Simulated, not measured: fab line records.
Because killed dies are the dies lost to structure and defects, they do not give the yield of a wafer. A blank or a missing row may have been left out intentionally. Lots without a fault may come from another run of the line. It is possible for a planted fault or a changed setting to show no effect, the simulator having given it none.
Lot-split experiment | flow n5 finfet | route with 1938 steps; 7 lots, 21 wafers read

## ABOUT THE SPLIT
At N5_BEOL_M12_TRENCH_ETCH_34 (etches SiOC in C4F8/O2/Ar, target depth 318.95 nm, time 125.5 s), the setting time s was moved away from the recipe's 125.5 s on 8 of the 21 wafers read, by -18.3% to +21.4%. All remaining wafers had this setting at the recipe value.

## FROM THE SPLIT TO THE READING: what the file shows between them, 9 steps
- N5_BEOL_M12_STRIP_70: strips in C4F8/O2/Ar
- N5_BEOL_M12_OCD_MEAS_35
- N5_BEOL_M12_STRIP_37: strips in N2/H2
- N5_BEOL_M12_ETCH_38: etches SiCN in CF4/N2, target depth 68.7 nm, time 73.4 s
- N5_BEOL_M12_ECD_47: material Cu, target thk 720 nm
- N5_BEOL_M12_ANNEAL_48: time 90 s
- N5_BEOL_M12_CMP_49: polishes, stops on SiOC, t overpolish 20.6 s, target thk 320 nm
- N5_BEOL_M12_THK_MEAS_50: measures by xrf
- N5_BEOL_M12_DEP_53: deposits SiCN from 3MS/NH3, target thk 30 nm, time 10.5 s (also split here: time s)

## THE READING
M12_RS in ohm/sq, measured at N5_BEOL_M12_RS_MEAS_54 by four-point-probe. A value of 0.0603 ohm/sq with a standard deviation of 0.0009 ohm/sq is what fault-free wafers of this fab line usually give.

wafer  | tool, chamber at the split | time s as run, s | against the recipe | M12_RS, ohm/sq | against lot-mates on the recipe
L074.2 | rie diel-04, 1             | 125.5            | recipe             | 0.0606         | -
L074.4 | rie diel-04, 2             | 125.5            | recipe             | 0.0589         | -
L074.6 | rie diel-04, 0             | 145.6            | +16.0%             | 0.0511         | -0.0086
L075.1 | rie diel-05, 1             | 111.2            | -11.4%             | 0.0689         | +0.0073
L075.3 | rie diel-05, 3             | 111.2            | -11.4%             | 0.0682         | +0.0066
L075.4 | rie diel-05, 0             | 125.5            | recipe             | 0.0616         | -
L076.1 | rie diel-02, 2             | 125.5            | recipe             | 0.0596         | -
L076.2 | rie diel-02, 1             | 125.5            | recipe             | 0.0603         | -
L076.3 | rie diel-02, 0             | 108.9            | -13.2%             | 0.0689         | +0.0089
L078.1 | rie diel-02, 3             | 125.5            | recipe             | 0.0615         | -
L078.5 | rie diel-02, 2             | 143.3            | +14.2%             | 0.0529         | -0.0086
L078.6 | rie diel-02, 1             | 143.3            | +14.2%             | 0.0537         | -0.0078
L083.3 | rie diel-02, 0             | 125.5            | recipe             | 0.0590         | -
L083.5 | rie diel-02, 3             | 125.5            | recipe             | 0.0608         | -
L083.6 | rie diel-02, 0             | 125.5            | recipe             | 0.0592         | -
L088.2 | rie diel-05, 1             | 125.5            | recipe             | 0.0619         | -
L088.3 | rie diel-05, 2             | 102.5            | -18.3%             | 0.0756         | +0.0143
L088.4 | rie diel-05, 2             | 125.5            | recipe             | 0.0607         | -
L090.1 | rie diel-05, 0             | 125.5            | recipe             | 0.0621         | -
L090.3 | rie diel-05, 2             | 125.5            | recipe             | 0.0610         | -
L090.4 | rie diel-05, 3             | 152.4            | +21.4%             | 0.0493         | -0.0123

FIT RESULTS
A straight line over all 21 wafers: M12_RS changes by -0.000621 ohm/sq for each +1% of time s; r = -0.98; the points scatter about the line by 0.0013 ohm/sq.
The same after taking each lot's own level away (the mean of its wafers on the recipe; 21 wafers): -0.000623 ohm/sq for each +1%; r = -0.99; scatter 0.00091 ohm/sq.
That fit puts the effect of the largest move of time s on the reading at 0.013 ohm/sq.
Measured against the standard deviation above, the lots' own levels, which go from 0.05967 to 0.06160 ohm/sq, span 2.1 times it.
The two slopes agree, so the slope changes little with the lot-to-lot level.
Check: with one of the wafers moved furthest among these (+21.4%) left out of the fit, the line predicts -0.0133 ohm/sq for it against its lot-mates. Against them it came out at -0.0123 ohm/sq.

## THESE WAFERS: OTHER SPLITS
Note: prior to the reading, these wafers also went through further splits. Each is held against what the fit with the lots' levels taken away leaves over:
other split on the same wafers | wafers away from the commonest value | r with M12_RS (lot level and that fit taken away)
N5_BEOL_M10_EXPOSE_25 dose mj  | 2                                    | +0.12
N5_BEOL_M11_COAT_59 spin rpm   | 8                                    | +0.46
N5_BEOL_M12_DEP_53 time s      | 8                                    | +0.55

## THE WHOLE CHAIN: every reading that the file lists as answering this split, in the file's order
step                       | what it does                                                    | reading                                                                       | change (the file's fit)               | r (the file's)
N5_BEOL_M12_TRENCH_ETCH_34 | etches SiOC in C4F8/O2/Ar, target depth 318.95 nm, time 125.5 s | etch.depth nm (the simulator's own value, which no gauge read)                | +3.16 nm for each +1% of the setting  | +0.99
N5_BEOL_M12_OCD_MEAS_35    |                                                                 | trench depth nm                                                               | +3.16 nm for each +1% of the setting  | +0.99
N5_BEOL_M12_CMP_49         | polishes, stops on SiOC, t overpolish 20.6 s, target thk 320 nm | Cu_of_BEOL_M12_ECD_47.thk nm (the simulator's own value, which no gauge read) | +3.19 nm for each +1% of the setting  | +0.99
N5_BEOL_M12_THK_MEAS_50    | measures by xrf                                                 | M12_THK                                                                       | +3.19 for each +1% of the setting     | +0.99
N5_BEOL_M12_RS_MEAS_54     | measures by four-point-probe                                    | M12_RS                                                                        | -0.000627 for each +1% of the setting | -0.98

## FILE'S OWN FIT
M12_RS changes by -0.000627 ohm/sq for each +1% of time s, r = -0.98.
